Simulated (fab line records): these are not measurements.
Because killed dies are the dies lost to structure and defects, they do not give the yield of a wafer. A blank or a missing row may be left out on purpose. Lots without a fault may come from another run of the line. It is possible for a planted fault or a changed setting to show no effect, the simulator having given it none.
Which of the tools did it?	flow n5 finfet	9 lots, 27 wafers sampled, at 8 steps of a route of 1938

## WHAT THE GAUGES SHOWED, per wafer
N5_BEOL_M4_INSPECT_59: inspects for defects (darkfield).
lot	measured	on	raw defect count
L170	day 8 00:47	defect inspect-01	57 76 92
L171	day 8 03:30	defect inspect-01	77 66 71
L174	day 9 05:11	defect inspect-02	142 76 127
L175	day 9 09:56	defect inspect-01	84 93 131
L178	day 10 08:33	defect inspect-01	69 66 89
L179	day 10 11:41	defect inspect-02	66 71 58
L180	day 10 15:52	defect inspect-02	43 75 62
L185	day 12 03:50	defect inspect-02	494 46 77
L187	day 12 19:13	defect inspect-02	66 509 54

N5_BEOL_M4_RC_MEAS_101.
lot	measured	on	DIBL_N (mV/V)	DIBL_P (mV/V)	IOFF_N (nA/um)	IOFF_P (nA/um)	ION_N (uA/um)	ION_P (uA/um)	SS_N (mV/dec)	SS_P (mV/dec)	VT_N (mV)	VT_P (mV)
L170	day 8 00:49	prober-01	35.4 36.6 37.7	34.2 36.3 38.0	0.131 0.148 0.168	0.21 0.23 0.26	669 671 678	466 463 474	70.9 70.6 71.4	72.6 73.3 73.8	251 251 248	-247 -247 -246
L171	day 8 03:50	prober-01	36.7 36.5 37.9	33.8 35.5 37.1	0.139 0.153 0.177	0.18 0.22 0.24	656 675 671	449 461 466	71.5 70.7 71.4	72.7 72.4 73.3	254 249 248	-253 -250 -248
L174	day 9 05:32	prober-01	37.2 35.7 34.9	37.4 35.0 35.2	0.177 0.148 0.142	0.22 0.19 0.18	688 679 678	468 459 460	72.4 71.9 71.8	73.6 72.8 72.6	247 251 251	-248 -252 -250
L175	day 9 10:07	prober-01	35.9 37.1 36.8	36.7 38.8 38.9	0.156 0.180 0.170	0.19 0.23 0.22	681 682 681	459 464 464	71.3 71.5 71.7	72.8 74.0 73.8	250 247 249	-255 -248 -250
L178	day 10 08:34	prober-02	36.9 36.9 36.3	34.1 34.5 34.2	0.151 0.152 0.139	0.18 0.19 0.19	681 680 669	453 468 464	72.2 71.7 71.5	73.2 73.0 73.0	251 251 251	-255 -255 -251
L179	day 10 12:04	prober-01	39.0 39.8 35.8	39.5 41.5 36.2	0.203 0.230 0.138	0.21 0.25 0.17	686 691 666	461 470 453	72.2 72.4 71.7	73.6 74.4 73.2	248 246 253	-253 -251 -256
L180	day 10 16:03	prober-01	38.4 35.7 38.5	38.2 35.4 37.9	0.192 0.151 0.189	0.23 0.20 0.23	686 686 682	466 472 467	72.0 72.2 72.3	73.5 73.9 73.2	248 253 249	-249 -250 -250
L185	day 12 04:01	prober-02	36.4 35.1 34.6	33.2 32.5 32.4	0.152 0.121 0.122	0.16 0.15 0.15	665 662 655	445 451 445	71.5 71.3 70.8	72.6 71.9 72.6	252 255 255	-254 -254 -255
L187	day 12 19:14	prober-01	35.1 36.5 36.9	34.8 37.0 36.8	0.137 0.164 0.167	0.18 0.22 0.22	665 690 677	457 466 467	71.3 71.9 72.7	72.7 71.8 73.3	253 248 251	-251 -249 -251

N5_BEOL_M5_INSPECT_13: inspects for defects (brightfield).
lot	measured	on	raw defect count
L170	day 8 03:52	defect inspect-01	666 510 565
L171	day 8 06:17	defect inspect-01	557 382 364
L174	day 9 09:59	defect inspect-01	488 425 585
L175	day 9 12:05	defect inspect-01	377 405 484
L178	day 10 10:52	defect inspect-01	303 378 323
L179	day 10 14:25	defect inspect-01	515 625 501
L180	day 10 20:19	defect inspect-01	374 442 423
L185	day 12 07:52	defect inspect-02	1129 442 673
L187	day 12 22:04	defect inspect-01	550 1084 527

N5_BEOL_M5_INSPECT_30: inspects for defects (brightfield).
lot	measured	on	raw defect count
L170	day 8 08:34	defect inspect-01	688 527 504
L171	day 8 08:14	defect inspect-01	567 376 396
L174	day 9 11:02	defect inspect-02	437 363 491
L175	day 9 15:01	defect inspect-02	325 346 416
L178	day 10 12:54	defect inspect-01	302 386 335
L179	day 10 15:39	defect inspect-02	457 551 478
L180	day 10 22:38	defect inspect-02	368 400 333
L185	day 12 09:11	defect inspect-02	1083 454 658
L187	day 12 23:57	defect inspect-02	483 999 471

## WHAT TOOL EACH LOT RAN ON (gives the tool, then ch and the chambers of the sampled wafers, and finally the start)
lot	N5_BEOL_M4_ANNEAL_82	N5_BEOL_M4_SPUTTER_94	N5_BEOL_M4_PRE_CLEAN_60	N5_BEOL_M5_CURE_79
L170	pvd sputter-02, day 7 22:28	pvd sputter-02, day 7 23:29	cvd co-02 ch 0,1,2, day 8 00:32	uv cure-02 ch 1, day 8 01:50
L171	pvd sputter-01, day 8 01:11	pvd sputter-01, day 8 02:13	cvd co-02 ch 0,1,2, day 8 03:15	uv cure-03 ch 1, day 8 04:43
L174	pvd sputter-02, day 9 01:40	pvd sputter-02, day 9 02:41	cvd co-02 ch 0,1,2, day 9 04:56	uv cure-03 ch 2, day 9 07:16
L175	pvd sputter-03, day 9 07:27	pvd sputter-03, day 9 08:28	cvd co-01 ch 0,1,2, day 9 09:41	uv cure-02 ch 2, day 9 11:04
L178	pvd sputter-03, day 10 06:06	pvd sputter-03, day 10 07:07	cvd co-02 ch 1,2, day 10 08:18	uv cure-01 ch 2, day 10 09:36
L179	pvd sputter-03, day 10 09:22	pvd sputter-03, day 10 10:23	cvd co-01 ch 0,2, day 10 11:26	uv cure-01 ch 1, day 10 12:57
L180	pvd sputter-01, day 10 13:33	pvd sputter-01, day 10 14:34	cvd co-01 ch 0,1,2, day 10 15:37	uv cure-03 ch 2, day 10 16:59
L185	pvd sputter-01, day 12 01:29	pvd sputter-01, day 12 02:30	cvd co-02 ch 0,1, day 12 03:35	uv cure-01 ch 2, day 12 06:25
L187	pvd sputter-01, day 12 16:53	pvd sputter-01, day 12 17:54	cvd co-02 ch 0,1,2, day 12 18:56	uv cure-02 ch 1, day 12 20:16
- N5_BEOL_M4_ANNEAL_82: time 240 s.
- N5_BEOL_M4_SPUTTER_94: material Cu, target thk 4.5 nm, time 8.29 s.
- N5_BEOL_M4_PRE_CLEAN_60: time 15 s.
- N5_BEOL_M5_CURE_79: cures SiCOH lowk, time 240 s.

## AS READ BY THE TOOLS THEMSELVES (means over the sampled wafers that have a number; for cases with no such wafer, the mark the record gives instead)
N5_BEOL_M4_ANNEAL_82.
lot	tool	heater power w (W)
L170	pvd sputter-02	877
L171	pvd sputter-01	825
L174	pvd sputter-02	851
L175	pvd sputter-03	847
L178	pvd sputter-03	869
L179	pvd sputter-03	852
L180	pvd sputter-01	740
L185	pvd sputter-01	833
L187	pvd sputter-01	825

N5_BEOL_M4_SPUTTER_94.
lot	tool	chamber pressure pa (Pa)	throttle valve pct (%)
L170	pvd sputter-02	0.07	31.7
L171	pvd sputter-01	0.07	29.4
L174	pvd sputter-02	0.07	29.5
L175	pvd sputter-03	0.07	30.0
L178	pvd sputter-03	0.07	29.4
L179	pvd sputter-03	0.07	30.7
L180	pvd sputter-01	0.07	29.3
L185	pvd sputter-01	0.07	29.3
L187	pvd sputter-01	0.07	29.5

N5_BEOL_M4_PRE_CLEAN_60.
lot	tool	heater power outer w (W)	heater power w (W)
L170	cvd co-02	35	108
L171	cvd co-02	35	108
L174	cvd co-02	34	109
L175	cvd co-01	18	93
L178	cvd co-02	29	96
L179	cvd co-01	18	93
L180	cvd co-01	18	93
L185	cvd co-02	39	123
L187	cvd co-02	35	108

N5_BEOL_M5_CURE_79.
lot	tool	lamp power pct (%)	wafer_temp_C_max
L170	uv cure-02	52.31	387.5
L171	uv cure-03	52.39	385.9
L174	uv cure-03	52.37	386.8
L175	uv cure-02	52.33	387.2
L178	uv cure-01	52.37	386.6
L179	uv cure-01	52.31	386.8
L180	uv cure-03	52.31	387.0
L185	uv cure-01	52.30	386.8
L187	uv cure-02	52.32	387.3

## THE ANSWER, worked out from the rows above alone
Rule: what is usual is taken from the lots themselves. The widest of any qualifying gaps counts: lots, ordered by their means at a reading, are off when they make up no more than a third of the lots, leave a main group of 4 or more, and stand apart from it by 3 or more times the standard deviation of that group's means. The tables above print the reading to a certain number of digits; a main group whose means all agree to those digits is not used. A lot without any number at a reading at which 4 lots or more have one is off too. All remaining lots with rows at the step are treated as sound. After the gauges, taken in route order, come the tools' own readings; for these a lot's mean is taken, as printed above. The first step at which some lot is off is used, and at that step the reading that is off furthest; a lot without a number counts as furthest.
Off at N5_BEOL_M4_INSPECT_59 (raw defect count): L185, L187. Main group: mean 81, sd 19.
A tool fits if, at a process step before that reading, it ran every lot that is off, and no sound lot after the first of them. The gauges at N5_BEOL_M4_INSPECT_59 are tried like those tools. Can't be told from this: 3 tools fit, pvd sputter-01 at N5_BEOL_M4_ANNEAL_82 and N5_BEOL_M4_SPUTTER_94, cvd co-02 at N5_BEOL_M4_PRE_CLEAN_60, defect inspect-02 at N5_BEOL_M4_INSPECT_59.

## WHAT THE SIMULATOR HAD INSERTED
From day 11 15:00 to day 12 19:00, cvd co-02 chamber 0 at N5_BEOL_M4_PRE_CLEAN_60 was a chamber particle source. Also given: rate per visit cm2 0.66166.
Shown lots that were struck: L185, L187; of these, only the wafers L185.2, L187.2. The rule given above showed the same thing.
